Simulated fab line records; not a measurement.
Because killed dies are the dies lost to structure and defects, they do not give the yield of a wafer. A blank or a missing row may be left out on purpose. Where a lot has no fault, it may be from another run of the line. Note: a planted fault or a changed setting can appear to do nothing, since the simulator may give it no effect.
fab line records	flow n5Finfet
record: lots: 7	wafers: 21	lastDay: 16
route steps=1938 shown PASSIVATION@1920
lots that met no fault: from a run of the same line without faults
startH: hours from the record's first day to the start of the lot's first wafer shown	waitH: how many hours have passed since the lot's step before this one	" same as the row above	L1.1+2: a single row standing in for several wafers	- no value, or no start given	* or withheld: withheld	< > ~ a bound
route shown NAME@n: names a module that has steps shown in the file, with the first one's number in the route	usual: the fault-free wafers' mean and standard deviation	same: alike in all rows	chamber/n: place in a boat	sites: each site's reading	_std_site: standard deviation across them	_edge_site: the outer-site mean with the inner-site mean subtracted	radiusMm: for every site, how far away it sits from the centre of the wafer	mask NAME#n: copy n	behind: the tool/chamber that last shaped the wafer	hold: cause of the lot's hold/its duration in hours/its outcome	device: names the non-switching transistor (n, p or np)	end of line: tests run on the same wafers once the route is complete	a step without rows: its recipe alone	killed: dies that structure and defects cost at the first sort, which is not the same as the wafer's yield	map: a wafer's dies, x killed, . not, _ none there
set.NAME: the run value of the setting; set.NAME@STEP: its run value at that earlier step	model.NAME: the simulator's own value behind a step, which no gauge read
a table for each step, a row for each wafer; lots at some steps of the route
services: a tool's chamber out of use, with start hour (startH, from the record's first day; less than 0 if before it), hours out, and reason
== steps ==
step: N5_PASSIVATION_SOFTBAKE_39
recipe: tempC: 110	timeS: 120
step: N5_PASSIVATION_EXPOSE_41
recipe: maskId: PASS_OPEN	na: 0.55	defocusNm: 0	sourceShape: conventional	sigmaOuter: 0.8	polarization: unpolarized	targetCdNm: 40000	doseMj: 57.25
step: N5_PASSIVATION_PEB_42
recipe: pebTempC: withheld	pebTimeS: *
step: N5_PASSIVATION_DEVELOP_43
recipe: developTimeS: 60	rinseLiquid: diw	dry: airSpin	devTempC: 21
step: N5_PASSIVATION_HARDBAKE_45
recipe: tempC: 130	timeS: 120
step: N5_PASSIVATION_CD_MEAS_44
recipe: targetCdNm: 40000	landingEnergyEv: 500	detector: seInlens
usual: cdNm: 39997/4.6
lot.wafer	tool	chamber	startH	waitH	cdNm
L589.2	cdSem-03	0	283.67	-	39996
L589.4	"	0	"	"	39997
L589.6	"	0	"	"	39994
L593.2	cdSem-03	0	306.17	-	40002
L593.4	"	0	"	"	39998
L593.5	"	0	"	"	40004
L600.2	cdSem-02	0	340.33	-	39994
L600.5	"	0	"	"	39996
L600.6	"	0	"	"	40000
L601.2	cdSem-03	0	345.84	-	40006
L601.4	"	0	"	"	40004
L601.5	"	0	"	"	40001
L603.1	cdSem-03	0	349.42	-	40010
L603.2	"	0	"	"	40008
L603.3	"	0	"	"	39996
L607.1	cdSem-01	0	387.40	-	39997
L607.3	"	0	"	"	39998
L607.6	"	0	"	"	39992
L609.2	cdSem-01	0	391.92	-	39992
L609.5	"	0	"	"	39993
L609.6	"	0	"	"	39993
step: N5_PASSIVATION_OVL_MEAS_66
recipe: pointsPerWafer: 44
usual: PASS_OPEN_OVL: 0/6.2
lot.wafer	tool	chamber	startH	waitH	PASS_OPEN_OVL[nm]
L589.2	overlay-01	0	283.70	0.0	-12
L589.4	"	0	"	"	-3
L589.6	"	0	"	"	-7
L593.2	overlay-01	0	306.20	0.0	-5
L593.4	"	0	"	"	-5
L593.5	"	0	"	"	-9
L600.2	overlay-01	0	340.36	0.0	-4
L600.5	"	0	"	"	-1
L600.6	"	0	"	"	-2
L601.2	overlay-01	0	345.87	0.0	-2
L601.4	"	0	"	"	3
L601.5	"	0	"	"	-11
L603.1	overlay-01	0	349.45	0.0	1
L603.2	"	0	"	"	8
L603.3	"	0	"	"	5
L607.1	overlay-01	0	387.43	0.0	3
L607.3	"	0	"	"	0
L607.6	"	0	"	"	3
L609.2	overlay-02	0	391.95	0.0	5
L609.5	"	0	"	"	1
L609.6	"	0	"	"	-2
step: N5_PASSIVATION_INSPECT_67
recipe: mode: adi	inspectInstrument: macro
usual: rawDefectCount: 2.2/1.6
lot.wafer	tool	chamber	startH	waitH	rawDefectCount
L589.2	defectInspect-02	-	283.73	0.0	2
L589.4	"	-	"	"	2
L589.6	"	-	"	"	0
L593.2	defectInspect-02	-	306.22	0.0	3
L593.4	"	-	"	"	2
L593.5	"	-	"	"	2
L600.2	defectInspect-02	-	340.39	0.0	0
L600.5	"	-	"	"	4
L600.6	"	-	"	"	4
L601.2	defectInspect-01	-	345.90	0.0	2
L601.4	"	-	"	"	1
L601.5	"	-	"	"	2
L603.1	defectInspect-02	-	349.48	0.0	3
L603.2	"	-	"	"	3
L603.3	"	-	"	"	2
L607.1	defectInspect-01	-	387.45	0.0	2
L607.3	"	-	"	"	3
L607.6	"	-	"	"	3
L609.2	defectInspect-01	-	391.98	0.0	5
L609.5	"	-	"	"	3
L609.6	"	-	"	"	0
step: N5_PASSIVATION_DESCUM_46
recipe: chemistry: O2	timeS: 7.9	sourcePowerW: 50	biasPowerW: 20	pressureMtorr: 20	rfFrequencyHz: 2.712e+07	tempC: 40	o2FlowSccm: 225
usual: drypumpMotorCurrentA: 5.7/0.58	oesProductAu: 0.82/0.085	rfVppV: 243.4/1.2	showerheadPlenumPTorr: 2.10/0.078	throttleValvePct: 20.45/0.22
lot.wafer	tool	chamber	startH	waitH	drypumpMotorCurrentA	oesProductAu	rfHoursCounterH	rfVppV	showerheadPlenumPTorr	throttleValvePct
L589.2	rieDiel-04	3	283.88	0.1	6.2	0.74	162	242.4	2.00	20.70
L589.4	"	0	"	"	6.7	0.70	222	245.0	2.13	20.33
L589.6	"	2	"	"	5.7	0.90	-	241.8	2.03	20.28
L593.2	rieDiel-05	2	306.44	0.2	5.3	0.82	102	242.3	2.11	20.20
L593.4	"	0	"	"	4.8	0.89	-	246.3	2.24	20.57
L593.5	"	2	"	"	5.3	0.81	-	241.8	2.11	20.21
L600.2	rieDiel-04	3	340.84	0.5	6.2	0.72	184	241.6	1.99	20.74
L600.5	"	1	"	"	5.9	0.87	-	243.5	2.15	20.84
L600.6	"	2	"	"	5.6	0.85	-	242.9	2.02	20.31
L601.2	rieDiel-06	3	345.93	0.0	5.9	0.75	163	243.1	2.09	20.51
L601.4	"	1	"	"	4.8	0.92	-	243.3	2.03	20.17
L601.5	"	2	"	"	5.1	0.74	-	243.0	2.20	20.35
L603.1	rieDiel-04	2	349.88	0.4	5.7	0.85	67	242.7	2.02	20.30
L603.2	"	0	"	"	6.7	0.68	246	244.3	2.13	20.37
L603.3	"	1	"	"	5.9	0.86	43	244.3	2.15	20.84
L607.1	rieDiel-05	0	387.66	0.2	4.8	0.85	67	245.0	2.23	20.59
L607.3	"	2	"	"	5.3	0.78	136	244.1	2.10	20.24
L607.6	"	1	"	"	5.3	0.81	-	244.3	2.19	20.51
L609.2	rieDiel-06	2	392.01	0.0	5.1	0.73	174	245.3	2.20	20.40
L609.5	"	0	"	"	6.2	0.87	-	241.7	2.03	20.43
L609.6	"	1	"	"	4.8	0.88	-	244.1	2.02	20.18
step: N5_PASSIVATION_PASS_ETCH_47
recipe: chemistry: CF4/O2	target: SiNx	targetDepthA: 7700	timeS: 385	ionEnergyEv: 100	pressureMtorr: 40	sourceW: 535	biasW: 49	Ar_flow_sccm: 100	cf4FlowSccm: 100	O2_flow_sccm: 10
usual: drypumpMotorCurrentA: 5.7/0.58	oesProductAu: 0.82/0.085	rfVppV: 244/6.6	showerheadPlenumPTorr: 2.22/0.074	throttleValvePct: 15.90/0.2
lot.wafer	tool	chamber	startH	waitH	drypumpMotorCurrentA	oesProductAu	rfHoursCounterH	rfVppV	showerheadPlenumPTorr	throttleValvePct
L589.2	rieDiel-04	3	283.91	0.0	6.2	0.73	162	248	2.12	16.21
L589.4	"	0	"	"	6.7	0.71	222	252	2.27	16.03
L589.6	"	2	"	"	5.6	0.88	-	249	2.14	15.72
L593.2	rieDiel-05	2	306.48	0.0	5.3	0.79	103	239	2.20	15.53
L593.4	"	0	"	"	4.8	0.90	-	247	2.34	15.78
L593.5	"	2	"	"	5.3	0.79	-	240	2.20	15.52
L600.2	rieDiel-04	3	340.88	0.0	6.2	0.72	184	248	2.12	16.25
L600.5	"	1	"	"	5.9	0.88	-	236	2.25	16.06
L600.6	"	2	"	"	5.7	0.84	-	249	2.13	15.76
L601.2	rieDiel-06	3	345.97	0.0	5.9	0.73	163	251	2.20	15.97
L601.4	"	1	"	"	4.8	0.92	-	234	2.16	15.67
L601.5	"	2	"	"	5.1	0.73	-	248	2.32	15.88
L603.1	rieDiel-04	2	349.92	0.0	5.7	0.84	67	248	2.13	15.78
L603.2	"	0	"	"	6.7	0.69	246	252	2.26	16.08
L603.3	"	1	"	"	5.9	0.87	43	235	2.25	16.09
L607.1	rieDiel-05	0	387.69	0.0	4.8	0.87	67	246	2.33	15.85
L607.3	"	2	"	"	5.3	0.76	136	239	2.19	15.59
L607.6	"	1	"	"	5.3	0.82	-	246	2.30	15.95
L609.2	rieDiel-06	2	392.04	0.0	5.1	0.72	174	249	2.32	15.90
L609.5	"	0	"	"	6.2	0.88	-	237	2.15	15.90
L609.6	"	1	"	"	4.8	0.89	-	233	2.15	15.69
step: N5_PASSIVATION_ETCH_54
recipe: chemistry: CHF3/O2	target: SiO2	targetDepthA: 8800	CHF3_flow_sccm: 50	O2_flow_sccm: 5	Ar_flow_sccm: 200	timeS: 440	maskMaterial: PR	pressureMtorr: 30	sourceW: 650	biasW: 170	ionEnergyEv: 200
usual: drypumpMotorCurrentA: 5.7/0.58	oesProductAu: 0.82/0.083	rfVppV: 532/14	showerheadPlenumPTorr: 2.42/0.081	throttleValvePct: 18.84/0.25
lot.wafer	tool	chamber	startH	waitH	drypumpMotorCurrentA	oesProductAu	rfHoursCounterH	rfVppV	showerheadPlenumPTorr	throttleValvePct
L589.2	rieDiel-04	3	284.14	0.1	6.2	0.74	162	537	2.34	19.27
L589.4	"	0	"	"	6.7	0.71	222	547	2.48	18.90
L589.6	"	2	"	"	5.6	0.89	-	542	2.33	18.61
L593.2	rieDiel-05	2	306.71	0.1	5.3	0.80	103	521	2.39	18.37
L593.4	"	0	"	"	4.8	0.90	-	536	2.57	18.86
L593.5	"	2	"	"	5.3	0.79	-	520	2.39	18.36
L600.2	rieDiel-04	3	341.10	0.1	6.2	0.73	184	537	2.33	19.29
L600.5	"	1	"	"	5.9	0.88	-	512	2.47	19.13
L600.6	"	2	"	"	5.7	0.85	-	542	2.32	18.67
L601.2	rieDiel-06	3	346.19	0.1	5.9	0.74	163	546	2.40	18.87
L601.4	"	1	"	"	4.8	0.93	-	507	2.35	18.62
L601.5	"	2	"	"	5.1	0.73	-	539	2.53	18.75
L603.1	rieDiel-04	2	350.15	0.1	5.7	0.84	67	542	2.32	18.67
L603.2	"	0	"	"	6.7	0.69	246	547	2.47	18.94
L603.3	"	1	"	"	5.9	0.87	43	511	2.46	19.12
L607.1	rieDiel-05	0	387.92	0.1	4.8	0.86	67	536	2.56	18.91
L607.3	"	2	"	"	5.3	0.77	136	518	2.38	18.41
L607.6	"	1	"	"	5.3	0.82	-	534	2.52	18.93
L609.2	rieDiel-06	2	392.27	0.1	5.1	0.72	174	539	2.52	18.77
L609.5	"	0	"	"	6.2	0.87	-	513	2.35	18.88
L609.6	"	1	"	"	4.8	0.88	-	509	2.34	18.62
step: N5_PASSIVATION_STRIP_48
recipe: chemistry: O2	powerW: 600	tempC: 60	pressureMtorr: 30	rfFrequencyHz: 6e+07	biasPowerW: 0	overashFraction: 0.5	o2FlowSccm: 225
usual: chamberPressureMTorr: 30.00/0.15	drypumpMotorCurrentA: 5.7/0.57	oesProductAu: 0.82/0.088	rfVppV: 4.0/2.6	showerheadPlenumPTorr: 2.10/0.078	throttleValvePct: 16.69/0.21
same: biasPowerW: 0
lot.wafer	tool	chamber	startH	waitH	chamberPressureMTorr	drypumpMotorCurrentA	oesProductAu	rfHoursCounterH	rfVppV	showerheadPlenumPTorr	throttleValvePct
L589.2	rieDiel-04	3	284.43	0.1	30.21	6.2	0.71	162	5.9	2.00	16.96
L589.4	"	0	"	"	30.13	6.7	0.70	222	4.2	2.14	16.67
L589.6	"	2	"	"	30.02	5.7	0.86	-	9.9	2.03	16.53
L593.2	rieDiel-05	2	307.00	0.1	29.70	5.3	0.80	103	4.2	2.12	16.45
L593.4	"	0	"	"	29.90	4.8	0.89	-	3.7	2.25	16.74
L593.5	"	2	"	"	30.11	5.3	0.82	-	1.0	2.12	16.38
L600.2	rieDiel-04	3	341.39	0.1	29.87	6.2	0.70	184	0	1.99	17.04
L600.5	"	1	"	"	29.87	5.9	0.85	-	11.0	2.16	16.93
L600.6	"	2	"	"	30.06	5.7	0.83	-	0.1	2.02	16.60
L601.2	rieDiel-06	3	346.48	0.1	30.11	5.9	0.75	164	2.9	2.10	16.76
L601.4	"	1	"	"	29.53	4.8	0.96	-	3.4	2.03	16.32
L601.5	"	2	"	"	29.84	5.1	0.74	-	6.3	2.21	16.64
L603.1	rieDiel-04	2	350.44	0.1	29.81	5.6	0.86	67	6.2	2.02	16.59
L603.2	"	0	"	"	30.15	6.7	0.64	246	2.9	2.13	16.74
L603.3	"	1	"	"	30.03	5.9	0.86	43	3.4	2.15	16.95
L607.1	rieDiel-05	0	388.21	0.1	29.98	4.8	0.86	67	5.7	2.23	16.70
L607.3	"	2	"	"	29.83	5.3	0.74	136	6.1	2.10	16.50
L607.6	"	1	"	"	30.04	5.3	0.81	-	2.0	2.19	16.68
L609.2	rieDiel-06	2	392.56	0.1	29.99	5.1	0.71	174	5.8	2.20	16.55
L609.5	"	0	"	"	30.09	6.2	0.87	-	6.3	2.03	16.76
L609.6	"	1	"	"	29.82	4.8	0.90	-	1.6	2.02	16.44
step: N5_PASSIVATION_STRIP_52
recipe: chemistry: postEtchResidueRemover	timeS: 1200	tempC: 72.5
usual: bathGuardTempC: 72.3/0.42	bathHeatDutyPct: 14.8/1.7
lot.wafer	tool	chamber	startH	waitH	bathGuardTempC	bathHeatDutyPct
L589.2	wetBench-03	7	284.49	-	72.8	14.8
L589.4	"	0	"	"	72.5	12.9
L589.6	"	1	"	"	72.0	13.5
L593.2	wetBench-06	7	307.06	-	72.7	17.6
L593.4	"	6	"	"	71.8	16.4
L593.5	"	4	"	"	72.2	12.5
L600.2	wetBench-06	6	341.46	-	-	-
L600.5	"	1	"	"	-	-
L600.6	"	7	"	"	-	-
L601.2	wetBench-05	2	346.55	-	-	-
L601.4	"	0	"	"	-	-
L601.5	"	6	"	"	-	-
L603.1	wetBench-03	7	350.50	-	-	-
L603.2	"	0	"	"	-	-
L603.3	"	6	"	"	-	-
L607.1	wetBench-03	2	388.28	-	72.5	13.0
L607.3	"	4	"	"	72.6	14.6
L607.6	"	7	"	"	72.6	15.7
L609.2	wetBench-03	6	392.63	-	72.5	14.4
L609.5	"	5	"	"	71.7	14.8
L609.6	"	0	"	"	72.7	13.7
step: N5_PASSIVATION_CLEAN_71
recipe: chemistry: IPA	timeS: 180	tempC: 25
step: N5_PASSIVATION_PROBE_49
usual: defectLimitedYield: 91.4/1.5	killed_at_M0_to_M3: 36/11	killed_at_M4_up: 14/6	killedAtContacts: 11/6	killedAtFrontEnd: 37/11	killedAtOther: 4/3.4	killedDies: 102/18	killedOpen: 66/13	killedShort: 34/7.8	sort_bin_4_leakage: 0.00/0.017	sort_bin_5_function: 5.0/0.97	sort_bin_6_memory: 3.2/0.7	sort_bin_8_speed: 0.0/0.38	sortNPass: 1078/19	sortYieldPct: 91.3/1.6
same: grossDies: 1180	killedAtBackSide: 0
lot.wafer	tool	chamber	startH	waitH	defectLimitedYield[%]	killed_at_M0_to_M3	killed_at_M4_up	killedAtContacts	killedAtFrontEnd	killedAtOther	killedDies	killedOpen	killedShort	sort_bin_4_leakage[%]	sort_bin_5_function[%]	sort_bin_6_memory[%]	sort_bin_8_speed[%]	sortNPass	sortYieldPct[%]
L593.2	prober-01	-	309.54	0.1	91.8	52	5	14	22	4	97	76	21	0	5.4	2.6	0	1083	91.8
L593.4	prober-01	-	309.64	0.2	93.2	38	9	6	24	3	80	48	29	0	4.1	2.5	0	1100	93.2
L593.5	prober-01	-	309.69	0.2	93.9	25	5	11	26	5	72	53	18	0	3.8	2.0	0	1108	93.9
L607.1	prober-02	-	390.71	0.0	91.4	36	25	4	29	7	101	66	32	0	4.2	4.2	0	1079	91.4
L607.3	prober-02	-	390.81	0.1	92.9	34	14	8	20	8	84	58	23	0	4.4	2.5	0	1096	92.9
L607.6	prober-02	-	390.96	0.3	92.9	35	13	9	22	5	84	54	28	0	3.9	2.9	0	1096	92.9
killed by level:class
L593.2 BEOL_M1:geometricParticle:open=13 MOL_CONTACT_COAG:geometricParticle:open=12 BEOL_M3:geometricParticle:open=12 BEOL_M0_SAQP:geometricParticle:open=11 BEOL_M2:geometricParticle:open=6 FIN_SAQP:geometricParticle:short=5 FIN_SAQP:geometricParticle:open=4 BEOL_M1:geometricParticle:short=4
L593.4 BEOL_M1:geometricParticle:open=10 BEOL_M0_SAQP:geometricParticle:short=9 BEOL_M2:geometricParticle:open=8 BEOL_M0_SAQP:geometricParticle:open=5 BEOL_M8:geometricParticle:open=5 STARTING-WAFER:geometricParticle:short=5 FIN_SAQP:geometricParticle:short=4 MOL_CONTACT_COAG:geometricParticle:open=4
L593.5 BEOL_M2:geometricParticle:open=10 MOL_CONTACT_COAG:geometricParticle:open=9 STI_FIN_REVEAL:geometricParticle:open=7 FIN_SAQP:geometricParticle:open=4 BEOL_M3:geometricParticle:open=4 FIN_SAQP:geometricParticle:short=3 STI_FIN_REVEAL:geometricParticle:short=3 BEOL_M0_SAQP:geometricParticle:short=3
L607.1 BEOL_M4:geometricParticle:open=19 BEOL_M0_SAQP:geometricParticle:open=11 BEOL_M0_SAQP:geometricParticle:short=10 FIN_SAQP:geometricParticle:open=8 BEOL_M1:geometricParticle:short=6 BEOL_M3:geometricParticle:open=4 STI_FIN_REVEAL:geometricParticle:short=3 DUMMY_GATE:geometricParticle:open=3
L607.3 BEOL_M4:geometricParticle:open=10 BEOL_M3:geometricParticle:open=9 MOL_CONTACT_COAG:geometricParticle:open=7 BEOL_M0_SAQP:geometricParticle:short=7 BEOL_M1:geometricParticle:open=6 DUMMY_GATE:geometricParticle:open=5 BEOL_M0_SAQP:geometricParticle:open=4 BEOL_M1:geometricParticle:short=4
L607.6 BEOL_M0_SAQP:geometricParticle:short=9 BEOL_M2:geometricParticle:open=9 MOL_CONTACT_COAG:geometricParticle:open=8 BEOL_M4:geometricParticle:open=8 BEOL_M0_SAQP:geometricParticle:open=5 STARTING-WAFER:geometricParticle:short=5 BEOL_M1:geometricParticle:open=4 BEOL_M0:geometricParticle:open=3
== services ==
tool	chamber	startH	hours	kind
wetBench-03	-	260.60	3.7	repair
rieDiel-06	1	300.87	-	clean
rieDiel-06	1	300.87	-	consumableReplace:focusRing
rieDiel-06	1	300.87	19.6	scheduledDown
rieDiel-06	1	300.87	19.6	ventCycle
rieDiel-06	0	336.10	14.8	repair
rieDiel-05	0	345.00	5.6	repair
rieDiel-04	0	361.66	-	clean
rieDiel-04	0	361.66	-	consumableReplace:focusRing
rieDiel-04	0	361.66	28.3	scheduledDown
rieDiel-04	0	361.66	28.3	ventCycle
rieDiel-05	-	384.77	1.2	repair
== key ==
firstSign: step: N5_PASSIVATION_STRIP_52	reading: toolRecord	direction: missing
effect none on later readings
metAt N5_PASSIVATION_STRIP_52
struckWafers L600.2,L600.5,L600.6,L601.2,L601.4,L601.5,L603.1,L603.2,L603.3
onsetBetween 307.06 341.46
fault: kind: skippedStepWhole	tool: wetBench-03,wetBench-05,wetBench-06	chamber: -	onsetH: 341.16	steps: N5_PASSIVATION_STRIP_52	scope: struckLotsOnly
